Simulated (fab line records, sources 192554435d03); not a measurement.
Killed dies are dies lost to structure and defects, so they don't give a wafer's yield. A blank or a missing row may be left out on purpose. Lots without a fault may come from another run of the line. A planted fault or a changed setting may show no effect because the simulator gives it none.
Split-lot experiment | flow n5_finfet | 7 lots, 21 wafers read, on a route of 1938 steps

THE SPLIT
At N5_FIN_SAQP_ETCH_65 (etches SiO2 in CF4, target depth 4 nm, time 4.4 s), the setting time_s was moved away from the recipe's 4.4 s on 7 of the 21 wafers read, by -16.1% to +12.1%. The other wafers ran this setting at the recipe's value.

The reading is taken at the split's own step.

THE READING
etch.depth_nm (the simulator's own value, which no gauge read), in nm, at N5_FIN_SAQP_ETCH_65 (etches SiO2 in CF4, target depth 4 nm, time 4.4 s). The file gives no usual value for it. The 14 wafers here that ran the recipe average 3.929 nm, standard deviation 0.089 nm.

wafer  | tool, chamber at the split | time_s as run, s | against the recipe | etch.depth_nm, nm | against lot-mates on the recipe
L074.1 | rie_si-05, 2               | 3.896            | -11.5%             | 3.522             | -0.411
L074.3 | rie_si-05, 1               | 3.896            | -11.5%             | 3.638             | -0.295
L074.6 | rie_si-05, 2               | 4.4              | recipe             | 3.933             | -
L080.2 | rie_si-06, 1               | 4.4              | recipe             | 4.019             | -
L080.3 | rie_si-06, 3               | 4.4              | recipe             | 3.907             | -
L080.5 | rie_si-06, 1               | 4.4              | recipe             | 4.002             | -
L089.2 | rie_si-05, 1               | 4.4              | recipe             | 4.084             | -
L089.4 | rie_si-05, 3               | 3.692            | -16.1%             | 3.398             | -0.686
L089.6 | rie_si-05, 2               | 3.692            | -16.1%             | 3.33              | -0.754
L091.3 | rie_si-06, 2               | 3.926            | -10.8%             | 3.603             | -0.434
L091.4 | rie_si-06, 3               | 3.926            | -10.8%             | 3.512             | -0.525
L091.5 | rie_si-06, 1               | 4.4              | recipe             | 4.037             | -
L092.3 | rie_si-05, 2               | 4.934            | +12.1%             | 4.37              | +0.412
L092.4 | rie_si-05, 0               | 4.4              | recipe             | 4.004             | -
L092.6 | rie_si-05, 2               | 4.4              | recipe             | 3.912             | -
L093.1 | rie_si-04, 2               | 4.4              | recipe             | 3.857             | -
L093.4 | rie_si-04, 3               | 4.4              | recipe             | 3.969             | -
L093.5 | rie_si-04, 2               | 4.4              | recipe             | 3.824             | -
L097.1 | rie_si-04, 0               | 4.4              | recipe             | 3.833             | -
L097.4 | rie_si-04, 2               | 4.4              | recipe             | 3.789             | -
L097.5 | rie_si-04, 0               | 4.4              | recipe             | 3.84              | -

THE FIT
A straight line over all 21 wafers: etch.depth_nm changes by +0.0343 nm for each +1% of time_s; r = +0.95; the points scatter about the line by 0.082 nm.
The same after taking each lot's own level away (the mean of its wafers on the recipe; 21 wafers): +0.0399 nm for each +1%; r = +0.97; scatter 0.065 nm.
On that fit, the largest move of time_s shifts the reading by 0.64 nm.
The lots' own levels span 3.8207 to 4.0840 nm, that is 3.0 times the standard deviation above.
So the lot-to-lot level changes the slope: the two fits differ.
Check: with one of the wafers moved furthest among these (-16.1%) left out of the fit, the line predicts -0.636 nm for it against its lot-mates. It came out at -0.686 nm against them.

OTHER SPLITS ON THESE WAFERS
These wafers also went through other splits before the reading. Each is held against what the fit with the lots' levels taken away leaves over:
other split on the same wafers                    | wafers away from the commonest value | r with etch.depth_nm (lot level and that fit taken away)
N5_ZERO_LAYER_COAT_05 spin_rpm                    | 5                                    | -0.12
N5_ZERO_LAYER_EXPOSE_08 dose_mj                   | 7                                    | +0.12
N5_PMOS_HMC_CHANNEL_EPI_PEB_07 peb_temp_c         | 5                                    | +0.16
N5_PMOS_HMC_CHANNEL_EPI_DEVELOP_08 develop_time_s | 10                                   | -0.32
N5_FIN_SAQP_SPACER1_ALD_24 temp_c                 | 6                                    | -0.21

THE FILE'S OWN FIT
etch.depth_nm changes by +0.0395 nm for each +1% of time_s, r = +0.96.
